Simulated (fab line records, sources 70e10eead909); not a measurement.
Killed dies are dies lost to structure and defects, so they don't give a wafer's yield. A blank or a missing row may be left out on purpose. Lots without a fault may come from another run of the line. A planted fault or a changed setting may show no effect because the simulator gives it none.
fab line records | flow nand_harc
record lots=6 wafers=18 last_day=24
route steps=1159 shown THIN_TSV@1140
lots that met no fault: from a run of the same line without faults
start_h: hours from the record's first day to the start of the lot's first wafer shown | wait_h: hours since the lot's step before | " the same as in the row above | L1.1+2: a row that stands for several wafers | - no value, or no start given | * or withheld: withheld | < > ~ a bound
route shown NAME@n: a module of which the file shows steps, and the number in the route of the first | usual: mean/standard deviation of fault-free wafers | same: alike in all rows | chamber/n: place in a boat | sites: the reading at each site | _std_site: their standard deviation | _edge_site: outer sites' mean less inner sites' | radius_mm: how far each site lies from the wafer's centre | mask NAME#n: copy n | behind: the tool/chamber that last shaped the wafer | hold: why the lot was held/for how many hours/how that ended | device: the transistor (n, p or np) that didn't switch | end of line: the same wafers' tests at the end of the route | a step without rows: its recipe alone | killed: dies lost to structure and defects at the first sort, not the wafer's yield | map: a wafer's dies, x killed, . not, _ none there
set.NAME: the setting as run; set.NAME@STEP: as run at that earlier step | model.NAME: the simulator's own value behind a step, which no gauge read
lots at some steps of the route; a table a step, a row a wafer
services: from which hour (start_h, from the record's first day; less than 0 if before it) a tool's chamber was out of use, for how many hours, and why
## steps
# step NHARC_THIN_TSV_DEHYDRATE_25
# recipe temp_c=150 time_s=120
# step NHARC_THIN_TSV_HMDS_26
# recipe time_s=30
# step NHARC_THIN_TSV_COAT_27
# recipe spin_rpm=*
# step NHARC_THIN_TSV_SOFTBAKE_28
# recipe temp_c=122 time_s=95
# step NHARC_THIN_TSV_EBR_29
# step NHARC_THIN_TSV_EXPOSE_30
# recipe na=0.55 dose_mj=11.47 mask_id=PAD
# step NHARC_THIN_TSV_PEB_31
# recipe peb_temp_c=118 peb_time_s=85
# step NHARC_THIN_TSV_DEVELOP_32
# recipe time_s=70
# step NHARC_THIN_TSV_CD_MEAS_33
# recipe target_cd_nm=5000 landing_energy_ev=500
# usual cd_nm=5000.3/2.3
# columns lot.wafer tool chamber start_h wait_h cd_nm
L554.2 cd_sem-02 0 434.68 - 5000.7
L554.3 " 0 " " 4997.0
L554.4 " 0 " " 4996.8
L568.2 cd_sem-03 0 497.84 - 5001.3
L568.3 " 0 " " 5002.2
L568.4 " 0 " " 5004.1
L566.4 cd_sem-03 0 505.27 - 5000.1
L566.5 " 0 " " 5000.5
L566.6 " 0 " " 4999.9
L569.3 cd_sem-02 0 523.42 - 5001.2
L569.4 " 0 " " 5002.6
L569.6 " 0 " " 5000.9
L572.1 cd_sem-03 0 542.62 - 4997.0
L572.4 " 0 " " 4999.7
L572.5 " 0 " " 4998.8
L575.1 cd_sem-01 0 575.16 - 5001.2
L575.3 " 0 " " 5003.0
L575.6 " 0 " " 5003.9
# step NHARC_THIN_TSV_HARDBAKE_34
# recipe temp_c=125 time_s=80
# step NHARC_THIN_TSV_DESCUM_35
# recipe time_s=3 o2_flow_sccm=200 ar_flow_sccm=0 bias_power_w=0 chemistry=O2
# usual drypump_motor_current_A=5.5/0.48 oes_product_au=1.000/0.011 rf_vpp_V=57.7/0.82 showerhead_plenum_p_Torr=1.89/0.1 throttle_valve_pct=11.310/0.009
# columns lot.wafer tool chamber start_h wait_h drypump_motor_current_A oes_product_au rf_hours_counter_h rf_vpp_V showerhead_plenum_p_Torr throttle_valve_pct
L554.4 rie_diel-11 3 434.84 - 5.2 0.981 5 58.6 2.05 11.298
L554.2 " 0 " " 6.0 0.986 4 58.6 2.01 11.318
L554.3 " 1 " " 6.6 1.017 3 57.1 1.80 11.324
L568.4 rie_diel-12 0 498.01 - 5.4 0.969 10 57.4 1.79 11.321
L568.2 " 1 " " 4.9 1.009 11 57.1 1.77 11.295
L568.3 " 2 " " 5.3 0.996 11 57.3 2.04 11.307
L566.4 rie_diel-06 0 505.43 - 4.7 1.006 7 56.4 1.78 11.311
L566.5 " 0 " " 4.7 1.013 - 56.2 1.78 11.314
L566.6 " 1 " " 5.7 0.993 - 57.2 1.83 11.294
L569.3 rie_diel-06 3 523.58 - 5.5 1.011 7 57.8 1.87 11.305
L569.4 " 1 " " 5.7 0.999 7 57.3 1.83 11.310
L569.6 " 0 " " 4.7 1.018 - 57.2 1.78 11.305
L572.1 rie_diel-06 3 542.78 - 5.5 0.997 9 57.4 1.87 11.314
L572.4 " 1 " " 5.7 0.997 9 57.7 1.83 11.321
L572.5 " 3 " " 5.5 1.009 - 58.2 1.87 11.308
L575.1 rie_diel-12 3 575.32 - 5.7 0.991 1 57.4 1.91 11.322
L575.3 " 2 " " 5.4 0.993 1 58.5 2.04 11.310
L575.6 " 0 " " 5.4 0.996 - 56.4 1.79 11.315
# step NHARC_THIN_TSV_ETCH_59
# recipe target_depth_a=8800 icp_w=900 bias_w=100 Cl2_flow_sccm=60 bcl3_flow_sccm=30 time_s=138.1 chemistry=Cl2/BCl3
# usual drypump_motor_current_A=5.8/0.39 oes_product_au=1.000/0.0082 run_length_s=159.4/0.55 throttle_valve_pct=22.264/0.0089
# columns lot.wafer tool chamber start_h wait_h drypump_motor_current_A oes_product_au rf_hours_counter_h run_length_s throttle_valve_pct
L554.2 rie_metal-01 1 435.00 0.1 6.3 0.990 2.9 158.9 22.252
L554.3 " 0 " " 5.7 0.999 - 160.1 22.254
L554.4 " 1 " " 6.3 0.994 - 158.4 22.262
L568.2 rie_metal-03 0 498.12 0.1 5.7 1.014 0.8 158.8 22.265
L568.3 " 0 " " 5.7 1.017 - 159.1 22.270
L568.4 " 1 " " 5.7 1.010 - 159.5 22.269
L566.4 rie_metal-03 0 505.65 0.2 5.7 1.013 - 158.9 22.267
L566.6 " 0 " " 5.7 1.017 - 158.8 22.264
L566.5 " 1 " " 5.7 1.008 - 160.3 22.274
L569.3 rie_metal-01 1 523.78 0.2 6.3 1.003 - 158.4 22.251
L569.4 " 0 " " 5.7 0.995 - 160.0 22.265
L569.6 " 1 " " 6.3 0.998 - 158.7 22.254
L572.1 rie_metal-01 0 542.91 0.1 5.6 0.999 0.8 160.4 22.276
L572.4 " 0 " " 5.7 0.997 - 160.2 22.263
L572.5 " 0 " " 5.7 0.993 - 160.0 22.280
L575.1 rie_metal-03 1 575.48 0.2 5.7 1.006 3.0 159.4 22.270
L575.3 " 1 " " 5.7 1.008 - 159.4 22.270
L575.6 " 0 " " 5.7 1.012 - 159.1 22.261
# step NHARC_THIN_TSV_ETCH_36
# recipe target_depth_a=650 over_etch_frac=0.3 time_s=18.571 ion_energy_ev=150 chemistry=Cl2/BCl3
# usual drypump_motor_current_A=5.8/0.39 oes_product_au=0.999/0.0086 run_length_s=39.8/0.48
# columns lot.wafer tool chamber start_h wait_h drypump_motor_current_A oes_product_au rf_hours_counter_h run_length_s
L554.2 rie_metal-01 1 435.23 0.2 6.3 0.994 3.1 39.2
L554.3 " 1 " " 6.3 0.994 - 38.8
L554.4 " 0 " " 5.7 0.987 - 40.1
L568.2 rie_metal-03 0 498.38 0.2 5.7 1.013 0.9 39.4
L568.3 " 0 " " 5.7 1.015 - 39.7
L568.4 " 1 " " 5.7 0.994 - 35.1
L566.4 rie_metal-03 0 505.90 0.2 5.7 1.018 - 35.1
L566.5 " 0 " " 5.7 1.007 - 39.4
L566.6 " 1 " " 5.7 1.005 - 35.1
L569.3 rie_metal-01 0 523.98 0.2 5.6 0.993 - 40.2
L569.4 " 1 " " 6.3 0.994 - 39.2
L569.6 " 1 " " 6.3 1.000 - 38.8
L572.1 rie_metal-01 0 543.17 0.2 5.7 0.987 0.9 40.2
L572.4 " 0 " " 5.7 0.999 - 40.2
L572.5 " 0 " " 5.7 0.983 - 40.4
L575.1 rie_metal-03 0 575.71 0.2 5.6 0.999 3.1 39.8
L575.3 " 0 " " 5.6 1.005 - 39.8
L575.6 " 1 " " 5.7 1.001 - 39.9
# step NHARC_THIN_TSV_STRIP_56
# recipe power_w=1500 temp_c=250 chemistry=O2
# usual drypump_motor_current_A=6.0/0.5 heater_power_w=342/36
# columns lot.wafer tool chamber start_h wait_h drypump_motor_current_A heater_power_w rf_hours_counter_h
L554.2 plasma_asher-02 0 435.37 0.1 5.1 277 22
L554.3 " 1 " " 6.0 373 -
L554.4 " 0 " " 5.2 279 -
L568.2 plasma_asher-01 0 498.52 0.1 6.5 378 13
L568.4 " 1 " " 6.3 356 -
L568.3 " 0 " " 6.5 371 -
L566.4 plasma_asher-01 1 506.23 0.3 6.3 345 -
L566.5 " 0 " " 6.5 376 -
L566.6 " 1 " " 6.3 346 -
L569.3 plasma_asher-01 0 524.16 0.2 6.5 373 -
L569.4 " 1 " " 6.3 349 -
L569.6 " 0 " " 6.5 365 -
L572.1 plasma_asher-01 1 544.50 1.3 6.3 353 32
L572.4 " 1 " " 6.3 352 -
L572.5 " 1 " " 6.3 343 -
L575.1 plasma_asher-02 1 575.85 0.1 6.0 355 8
L575.3 " 0 " " 5.2 273 -
L575.6 " 1 " " 6.0 354 -
## services
# columns tool chamber start_h hours kind
rie_diel-06 - 418.20 9.0 pm
plasma_asher-02 - 449.56 4.0 repair
rie_metal-03 - 453.00 9.0 pm
rie_metal-03 0 453.00 9.0 vent_cycle
rie_metal-03 1 453.00 9.0 vent_cycle
plasma_asher-01 - 453.26 9.0 pm
rie_diel-06 2 454.50 7.5 repair
rie_metal-01 0 455.90 2.6 repair
rie_diel-12 0 458.16 4.6 repair
rie_metal-03 0 462.00 - clean
rie_metal-03 1 462.00 - clean
rie_metal-03 - 462.02 0.7 repair
rie_diel-12 3 464.19 2.7 repair
rie_diel-06 - 504.55 0.7 repair
rie_diel-11 3 504.84 4.9 repair
rie_metal-01 - 509.00 9.0 pm
rie_metal-01 0 509.00 9.0 vent_cycle
plasma_asher-01 - 510.48 0.6 repair
rie_diel-12 0 516.55 15.7 repair
rie_metal-03 - 524.48 0.5 repair
rie_metal-03 - 533.26 0.2 repair
plasma_asher-02 - 537.61 9.0 pm
rie_diel-11 - 543.50 9.0 pm
rie_diel-12 - 556.40 9.0 pm
## key
first_sign step=NHARC_THIN_TSV_ETCH_36 reading=run_length_s direction=down sigmas=9.7 usual=* struck=*
effect none on later readings
met_at NHARC_THIN_TSV_ETCH_36
struck_wafers L566.4,L566.6,L568.4
later_rows_left_out L566.4,L566.6,L568.4
sort_left_out L566.4,L566.6,L568.4
fault kind=process_parameter_drift tool=rie_metal-03 chamber=- onset_h=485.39 steps=NHARC_THIN_TSV_ETCH_36 channel=time_s offset=* shape=step end_h=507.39 scope=struck_wafers_only acts_in=* stated=*
# sort_left_out: the simulated sort isn't trusted on such a fault, so these wafers' sort isn't shown, and their yield isn't known
# later_rows_left_out: the simulator's readings of these wafers behind a module that went badly wrong aren't trusted and aren't shown, but for the sort
